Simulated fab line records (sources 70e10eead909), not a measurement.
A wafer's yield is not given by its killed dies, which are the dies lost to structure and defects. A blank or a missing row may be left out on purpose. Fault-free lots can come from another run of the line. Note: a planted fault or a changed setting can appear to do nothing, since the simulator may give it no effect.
Which tool did it? -- flow nand_harc -- 22 lots, 66 wafers sampled, at 6 steps of a route of 1302

== WHAT EACH GAUGE READ, for each wafer ==
Not one reading of a measure or inspect step in the record can be checked against a usual standard deviation.

== TOOL THAT RAN EACH LOT (tool first, then ch and the chambers of the sampled wafers, then the start) ==
lot,NHARC_A_CHANNEL_HOLE_D2_ETCH_38,NHARC_A_CHANNEL_FILL_D2_ETCHBACK_19,NHARC_A_CHANNEL_FILL_D2_CMP_10,NHARC_A_STAIRCASE_DESCUM_168,NHARC_A_STAIRCASE_TRIM_26,NHARC_A_STAIRCASE_TRIM_198
L075,"rie_diel-06 ch 0,1, day 13 18:16","rie_si-04 ch 0,2,3, day 15 02:59","cmp-02 ch 0,2,3, day 16 04:24","rie_diel-02 ch 0,2,3, day 16 06:02","rie_diel-10 ch 0,1,2, no start","rie_diel-07 ch 0,3, no start"
L074,"rie_diel-08 ch 0,3, day 13 20:16","rie_si-05 ch 0,3, day 15 02:58","cmp-04 ch 1,2,3, day 16 04:21","rie_diel-07 ch 1,2, day 16 06:10","rie_diel-07 ch 0,2,3, no start","rie_diel-02 ch 1,2,3, no start"
L077,"rie_diel-12 ch 1,2, day 14 04:13","rie_si-05 ch 1,2,3, day 15 11:44","cmp-01 ch 1,2,3, day 16 10:40","rie_diel-10 ch 1,2,3, day 16 12:16","rie_diel-02 ch 0,2,3, no start","rie_diel-07 ch 2,3, no start"
L079,"rie_diel-12 ch 0,2, day 15 01:53","rie_si-02 ch 0,1,2, day 16 14:49","cmp-02 ch 2,3, day 17 14:10","rie_diel-07 ch 0,2, day 17 17:23","rie_diel-02 ch 0,2, no start","rie_diel-07 ch 0,1,2, no start"
L078,"rie_diel-08 ch 0,1,3, day 15 02:04","rie_si-05 ch 2,3, day 16 14:49","cmp-04 ch 1,2,3, day 17 14:10","rie_diel-07 ch 2,3, day 17 17:20","rie_diel-07 ch 0,3, no start","rie_diel-07 ch 0,1,2, no start"
L081,"rie_diel-06 ch 1,2,3, day 15 19:28","rie_si-04 ch 0,1,3, day 17 03:08","cmp-02 ch 0,2,3, day 18 03:48","rie_diel-07 ch 0,3, day 18 05:34","rie_diel-02 ch 0,1, no start","rie_diel-07 ch 1,2,3, no start"
L082,"rie_diel-08 ch 0,2,3, day 16 20:46","rie_si-05 ch 0,1,2, day 18 07:47","cmp-01 ch 0,1,2, day 19 08:07","rie_diel-02 ch 2,3, day 19 09:52","rie_diel-07 ch 0,2,3, no start","rie_diel-02 ch 1,2,3, no start"
L083,"rie_diel-08 ch 0,2,3, day 17 12:35","rie_si-02 ch 0,1,3, day 18 20:40","cmp-01 ch 0,2,3, day 19 20:09","rie_diel-07 ch 0,2,3, day 19 21:46","rie_diel-02 ch 0,1,3, no start","rie_diel-02 ch 1,2,3, no start"
L084,"rie_diel-06 ch 2,3, day 17 13:04","rie_si-02 ch 0,2, day 19 00:33","cmp-01 ch 0,2,3, day 20 00:25","rie_diel-10 ch 1,2, day 20 02:05","rie_diel-07 ch 0,1,3, no start","rie_diel-02 ch 0,2, no start"
L085,"rie_diel-06 ch 0,1,3, day 17 20:04","rie_si-05 ch 1,2,3, day 19 00:33","cmp-04 ch 0,1,2, day 20 00:25","rie_diel-02 ch 1,2,3, day 20 02:16","rie_diel-02 ch 1,2,3, no start","rie_diel-10 ch 0,1,2, no start"
L086,"rie_diel-12 ch 2,3, day 17 20:41","rie_si-04 ch 1,3, day 19 07:46","cmp-04 ch 0,1,2, day 20 11:49","rie_diel-02 ch 2,3, day 20 13:32","rie_diel-02 ch 2,3, no start","rie_diel-02 ch 0,3, no start"
L087,"rie_diel-08 ch 0,3, day 18 12:17","rie_si-04 ch 1,2, day 20 00:57","cmp-04 ch 0,1, day 21 00:22","rie_diel-07 ch 1,2, day 21 02:02","rie_diel-10 ch 2,3, no start","rie_diel-07 ch 0,1, no start"
L089,"rie_diel-12 ch 0,3, day 19 12:22","rie_si-02 ch 1,2,3, day 20 21:01","cmp-02 ch 0,2,3, day 21 20:38","rie_diel-07 ch 0,1,2, day 21 22:08","rie_diel-10 ch 0,3, no start","rie_diel-10 ch 0,1, no start"
L088,"rie_diel-08 ch 0,1,2, day 19 12:32","rie_si-05 ch 0,1, day 20 21:02","cmp-04 ch 1,2,3, day 21 20:40","rie_diel-07 ch 0,1, day 21 22:22","rie_diel-02 ch 0,3, no start","rie_diel-10 ch 0,2,3, no start"
L090,"rie_diel-06 ch 0,1, day 20 07:51","rie_si-02 ch 0,3, day 21 14:58","cmp-02 ch 2,3, day 22 15:23","rie_diel-07 ch 0,1,3, day 22 17:02","rie_diel-02 ch 0,1,2, no start","rie_diel-07 ch 0,1,2, no start"
L091,"rie_diel-08 ch 0,2,3, day 20 19:07","rie_si-04 ch 1,2,3, day 22 04:33","cmp-01 ch 1,2,3, day 23 03:36","rie_diel-10 ch 0,1,3, day 23 05:22","rie_diel-07 ch 0,1,2, no start","rie_diel-02 ch 0,1,3, no start"
L092,"rie_diel-06 ch 0,1,3, day 20 19:40","rie_si-04 ch 0,1,2, day 22 12:08","cmp-01 ch 1,2,3, day 23 13:14","rie_diel-10 ch 0,2,3, day 23 14:54","rie_diel-07 ch 0,1,2, no start","rie_diel-10 ch 0,1,2, no start"
L093,"rie_diel-08 ch 1,2,3, day 21 07:35","rie_si-05 ch 1,2,3, day 22 17:03","cmp-01 ch 1,2,3, day 23 16:41","rie_diel-07 ch 0,2,3, day 23 18:11","rie_diel-07 ch 0,1,3, no start","rie_diel-10 ch 0,1,3, no start"
L094,"rie_diel-12 ch 0,3, day 21 16:28","rie_si-05 ch 1,2, day 23 00:01","cmp-01 ch 0,1, day 24 00:40","rie_diel-10 ch 0,1,2, day 24 02:23","rie_diel-10 ch 0,1,2, no start","rie_diel-02 ch 0,3, no start"
L095,"rie_diel-06 ch 1,2,3, day 22 10:28","rie_si-02 ch 1,2,3, day 23 21:35","cmp-01 ch 0,2,3, day 24 20:52","rie_diel-07 ch 0,2,3, day 24 22:31","rie_diel-10 ch 1,2, no start","rie_diel-02 ch 0,1,2, no start"
L097,"rie_diel-08 ch 0,1,2, day 22 10:51","rie_si-04 ch 1,2,3, day 23 21:35","cmp-04 ch 1,2,3, day 25 00:38","rie_diel-10 ch 1,2,3, day 25 03:00","rie_diel-10 ch 0,2, no start","rie_diel-07 ch 0,1, no start"
L096,"rie_diel-12 ch 0,1,3, day 22 15:17","rie_si-02 ch 0,2,3, day 24 01:26","cmp-01 ch 1,2,3, day 25 00:35","rie_diel-07 ch 1,3, day 25 02:56","rie_diel-02 ch 0,3, no start","rie_diel-10 ch 0,1,2, no start"
- NHARC_A_CHANNEL_HOLE_D2_ETCH_38: etches the open film in CF4, target depth 39 nm, time 65 s.
- NHARC_A_CHANNEL_FILL_D2_ETCHBACK_19: etches the open film in HBr/Cl2, target depth 5 nm, time 1.7 s.
- NHARC_A_CHANNEL_FILL_D2_CMP_10: polishes, target thk 150 nm.
- NHARC_A_STAIRCASE_DESCUM_168: chemistry O2, time 3 s.
- NHARC_A_STAIRCASE_TRIM_26: chemistry O2, time 211.2 s.
- NHARC_A_STAIRCASE_TRIM_198: chemistry O2, time 211.2 s.

== AS READ BY THE TOOLS THEMSELVES (means over the sampled wafers that have a number; for cases with no such wafer, the mark the record gives instead) ==
NHARC_A_CHANNEL_HOLE_D2_ETCH_38. Usual: cf4_flow_sccm 150.0 sccm, standard deviation 0.46; drypump_motor_current_A 5.6 A, standard deviation 0.4; oes_product_au 1.002 a.u., standard deviation 0.012; rf_vpp_V 151.5 V, standard deviation 1.3; showerhead_plenum_p_Torr 1.79 Torr, standard deviation 0.079; throttle_valve_pct 13.284 %, standard deviation 0.0088.
lot,tool,cf4_flow_sccm (sccm),drypump_motor_current_A (A),oes_product_au (a.u.),rf_vpp_V (V),showerhead_plenum_p_Torr (Torr),throttle_valve_pct (%),flag
L075,rie_diel-06,150.0,5.4,1.011,151.7,1.80,13.288,
L074,rie_diel-08,150.2,5.6,1.010,151.8,1.83,13.297,
L077,rie_diel-12,150.2,5.9,1.011,150.9,1.71,13.275,
L079,rie_diel-12,149.8,5.9,0.996,151.2,1.80,13.283,
L078,rie_diel-08,150.3,5.4,1.007,151.1,1.77,13.276,
L081,rie_diel-06,149.7,5.4,1.003,150.8,1.77,13.287,
L082,rie_diel-08,150.7,5.4,1.013,150.8,1.79,13.287,
L083,rie_diel-08,149.9,5.4,1.001,151.9,1.79,13.280,
L084,rie_diel-06,150.1,5.6,1.001,150.8,1.73,13.281,
L085,rie_diel-06,150.1,5.4,1.006,151.8,1.81,13.291,
L086,rie_diel-12,149.9,6.1,1.014,150.1,1.73,13.287,
L087,rie_diel-08,150.4,5.6,1.001,152.1,1.83,13.276,
L089,rie_diel-12,150.1,6.3,1.000,152.4,1.86,13.283,
L088,rie_diel-08,149.7,5.3,1.000,150.4,1.73,13.278,
L090,rie_diel-06,150.3,5.3,0.996,151.6,1.79,13.274,
L091,rie_diel-08,150.0,5.4,1.006,152.1,1.79,13.279,
L092,rie_diel-06,149.6,5.4,1.002,151.8,1.81,13.283,
L093,rie_diel-08,150.2,5.2,0.986,151.1,1.79,13.291,
L094,rie_diel-12,150.3,6.1,1.006,153.7,1.87,13.279,
L095,rie_diel-06,150.3,5.4,1.004,150.4,1.76,13.281,
L097,rie_diel-08,149.8,5.3,1.008,151.5,1.73,13.290,
L096,rie_diel-12,150.1,6.1,0.987,152.4,1.85,13.282,

NHARC_A_CHANNEL_FILL_D2_ETCHBACK_19. Usual: drypump_motor_current_A 5.7 A, standard deviation 0.47; oes_product_au 0.999 a.u., standard deviation 0.011; throttle_valve_pct 26.407 %, standard deviation 0.0096.
lot,tool,drypump_motor_current_A (A),oes_product_au (a.u.),throttle_valve_pct (%),flag
L075,rie_si-04,5.6,1.001,26.411,
L074,rie_si-05,5.6,1.006,26.406,
L077,rie_si-05,5.7,1.010,26.418,
L079,rie_si-02,5.8,1.005,26.405,
L078,rie_si-05,5.3,1.003,26.408,
L081,rie_si-04,5.9,0.978,26.411,
L082,rie_si-05,5.4,0.995,26.401,
L083,rie_si-02,5.9,1.001,26.388,
L084,rie_si-02,5.8,1.008,26.403,
L085,rie_si-05,5.7,1.001,26.411,
L086,rie_si-04,5.8,0.981,26.401,
L087,rie_si-04,6.0,0.987,26.407,
L089,rie_si-02,5.4,1.001,26.403,
L088,rie_si-05,5.7,0.995,26.406,
L090,rie_si-02,6.0,1.002,26.409,
L091,rie_si-04,5.8,1.003,26.406,
L092,rie_si-04,5.9,0.993,26.410,
L093,rie_si-05,5.7,1.009,26.404,
L094,rie_si-05,5.5,1.006,26.405,
L095,rie_si-02,5.4,0.998,26.397,
L097,rie_si-04,5.8,0.997,26.410,
L096,rie_si-02,5.9,1.003,26.399,

NHARC_A_CHANNEL_FILL_D2_CMP_10. Usual: motor_current_A 12.5 A, standard deviation 1; time_to_endpoint_s 15.5 s, standard deviation 2.3.
lot,tool,motor_current_A (A),time_to_endpoint_s (s),flag
L075,cmp-02,11.0,15.6,
L074,cmp-04,13.2,13.1,
L077,cmp-01,12.5,16.8,
L079,cmp-02,11.2,16.4,
L078,cmp-04,13.3,11.6,
L081,cmp-02,11.5,18.3,
L082,cmp-01,13.7,14.4,
L083,cmp-01,12.3,14.5,
L084,cmp-01,12.4,17.3,
L085,cmp-04,11.9,16.1,
L086,cmp-04,12.5,17.9,
L087,cmp-04,12.7,14.2,
L089,cmp-02,10.9,12.7,
L088,cmp-04,13.4,15.5,
L090,cmp-02,11.4,14.7,
L091,cmp-01,12.5,17.7,
L092,cmp-01,13.0,17.0,
L093,cmp-01,12.2,16.5,
L094,cmp-01,13.2,15.7,
L095,cmp-01,12.5,16.4,
L097,cmp-04,13.3,15.6,
L096,cmp-01,13.0,15.8,

NHARC_A_STAIRCASE_DESCUM_168. Usual: drypump_motor_current_A 5.7 A, standard deviation 0.44; oes_product_au 0.997 a.u., standard deviation 0.012; rf_vpp_V 57.6 V, standard deviation 0.98; showerhead_plenum_p_Torr 1.88 Torr, standard deviation 0.089; throttle_valve_pct 11.312 %, standard deviation 0.0091.
lot,tool,drypump_motor_current_A (A),oes_product_au (a.u.),rf_vpp_V (V),showerhead_plenum_p_Torr (Torr),throttle_valve_pct (%),flag
L075,rie_diel-02,5.5,0.986,57.3,1.97,11.316,
L074,rie_diel-07,5.9,1.003,58.5,1.84,11.316,
L077,rie_diel-10,5.2,1.001,57.5,1.83,11.310,
L079,rie_diel-07,5.9,0.993,56.8,1.81,11.308,
L078,rie_diel-07,6.1,0.998,57.6,1.89,11.308,
L081,rie_diel-07,6.1,0.993,57.8,1.90,11.314,
L082,rie_diel-02,5.7,0.992,56.8,1.94,11.310,
L083,rie_diel-07,6.0,0.997,57.4,1.84,11.306,
L084,rie_diel-10,5.5,1.006,57.9,1.80,11.314,
L085,rie_diel-02,5.5,0.985,57.9,1.99,11.310,
L086,rie_diel-02,5.7,0.984,57.9,1.93,11.311,
L087,rie_diel-07,5.9,0.992,57.2,1.87,11.306,
L089,rie_diel-07,5.8,1.000,56.9,1.84,11.314,
L088,rie_diel-07,5.8,0.989,58.2,1.88,11.317,
L090,rie_diel-07,5.9,0.986,58.0,1.88,11.308,
L091,rie_diel-10,5.6,0.998,56.8,1.88,11.306,
L092,rie_diel-10,5.3,1.009,57.2,1.90,11.302,
L093,rie_diel-07,6.0,0.992,57.8,1.84,11.316,
L094,rie_diel-10,5.5,1.015,57.8,1.88,11.314,
L095,rie_diel-07,6.0,0.989,57.4,1.83,11.311,
L097,rie_diel-10,5.2,1.005,57.8,1.80,11.314,
L096,rie_diel-07,6.1,0.993,57.3,1.91,11.309,

NHARC_A_STAIRCASE_TRIM_26. Usual: drypump_motor_current_A 5.6 A, standard deviation 0.43; oes_product_au 0.999 a.u., standard deviation 0.012; rf_vpp_V 57.8 V, standard deviation 0.93; showerhead_plenum_p_Torr 3.53 Torr, standard deviation 0.16; throttle_valve_pct 17.037 %, standard deviation 0.009.
lot,tool,drypump_motor_current_A (A),oes_product_au (a.u.),rf_vpp_V (V),showerhead_plenum_p_Torr (Torr),throttle_valve_pct (%),flag
L075,rie_diel-10,5.6,1.012,57.8,3.50,17.040,
L074,rie_diel-07,6.0,0.998,56.5,3.43,17.036,
L077,rie_diel-02,5.5,0.989,58.1,3.62,17.040,
L079,rie_diel-02,5.7,0.987,57.6,3.54,17.030,
L078,rie_diel-07,6.1,0.997,57.7,3.50,17.036,
L081,rie_diel-02,5.3,1.010,58.2,3.66,17.038,
L082,rie_diel-07,6.0,1.006,57.2,3.41,17.031,
L083,rie_diel-02,5.2,0.992,57.7,3.70,17.038,
L084,rie_diel-07,6.0,0.998,57.9,3.48,17.036,
L085,rie_diel-02,5.5,0.994,58.8,3.65,17.038,
L086,rie_diel-02,5.5,0.983,58.5,3.65,17.045,
L087,rie_diel-10,4.9,0.991,57.2,3.39,17.047,
L089,rie_diel-10,5.7,1.002,57.9,3.63,17.034,
L088,rie_diel-02,5.3,1.000,58.2,3.65,17.036,
L090,rie_diel-02,5.5,0.989,57.9,3.60,17.042,
L091,rie_diel-07,5.8,0.997,57.5,3.39,17.035,
L092,rie_diel-07,5.8,0.991,57.0,3.38,17.027,
L093,rie_diel-07,5.9,0.982,57.8,3.47,17.035,
L094,rie_diel-10,5.6,1.017,57.8,3.47,17.038,
L095,rie_diel-10,5.5,1.013,57.4,3.31,17.032,
L097,rie_diel-10,5.2,1.011,57.8,3.49,17.034,
L096,rie_diel-02,5.3,1.000,58.3,3.68,17.034,

NHARC_A_STAIRCASE_TRIM_198. Usual: drypump_motor_current_A 5.6 A, standard deviation 0.43; oes_product_au 0.995 a.u., standard deviation 0.012; rf_vpp_V 57.8 V, standard deviation 0.88; showerhead_plenum_p_Torr 3.51 Torr, standard deviation 0.16; throttle_valve_pct 17.036 %, standard deviation 0.0081.
lot,tool,drypump_motor_current_A (A),oes_product_au (a.u.),rf_vpp_V (V),showerhead_plenum_p_Torr (Torr),throttle_valve_pct (%),flag
L075,rie_diel-07,6.1,0.993,57.8,3.51,17.044,
L074,rie_diel-02,5.4,0.998,57.6,3.66,17.037,
L077,rie_diel-07,6.0,1.005,58.1,3.41,17.035,
L079,rie_diel-07,5.8,0.995,57.3,3.41,17.046,
L078,rie_diel-07,5.8,0.999,57.7,3.41,17.037,
L081,rie_diel-07,6.0,0.992,57.6,3.47,17.026,
L082,rie_diel-02,5.5,0.984,58.4,3.65,17.036,
L083,rie_diel-02,5.5,0.988,57.8,3.65,17.038,
L084,rie_diel-02,5.8,0.981,58.0,3.53,17.034,
L085,rie_diel-10,5.6,1.007,58.1,3.48,17.034,
L086,rie_diel-02,5.2,0.986,57.9,3.70,17.032,
L087,rie_diel-07,5.8,0.983,57.4,3.47,17.038,
L089,rie_diel-10,6.0,1.004,58.2,3.60,17.034,
L088,rie_diel-10,5.3,0.998,57.4,3.51,17.035,
L090,rie_diel-07,5.9,0.987,56.9,3.39,17.029,
L091,rie_diel-02,5.2,0.996,58.9,3.68,17.031,
L092,rie_diel-10,5.6,1.004,57.7,3.47,17.043,
L093,rie_diel-10,5.6,1.007,58.1,3.47,17.042,
L094,rie_diel-02,5.2,0.983,57.5,3.68,17.036,
L095,rie_diel-02,5.5,0.998,58.5,3.59,17.040,
L097,rie_diel-07,5.8,0.986,57.8,3.45,17.038,
L096,rie_diel-10,5.6,1.009,58.3,3.46,17.044,

== THE ANSWER, worked out from the rows above alone ==
Rule: lot off if the mean of its wafers having a number is beyond 3 standard deviations from the usual mean. A lot without any number at a reading at which 4 lots or more have one is off too. All remaining lots with rows at the step are treated as sound. First the gauges in route order, then the tools' own readings, where a lot's mean is used as printed above. The first step at which some lot is off is used, and at that step the reading that is off furthest; a lot without a number counts as furthest.
No lot is off at any reading shown: from this, nothing can be told.

== WHAT THE SIMULATOR HAD PUT IN ==
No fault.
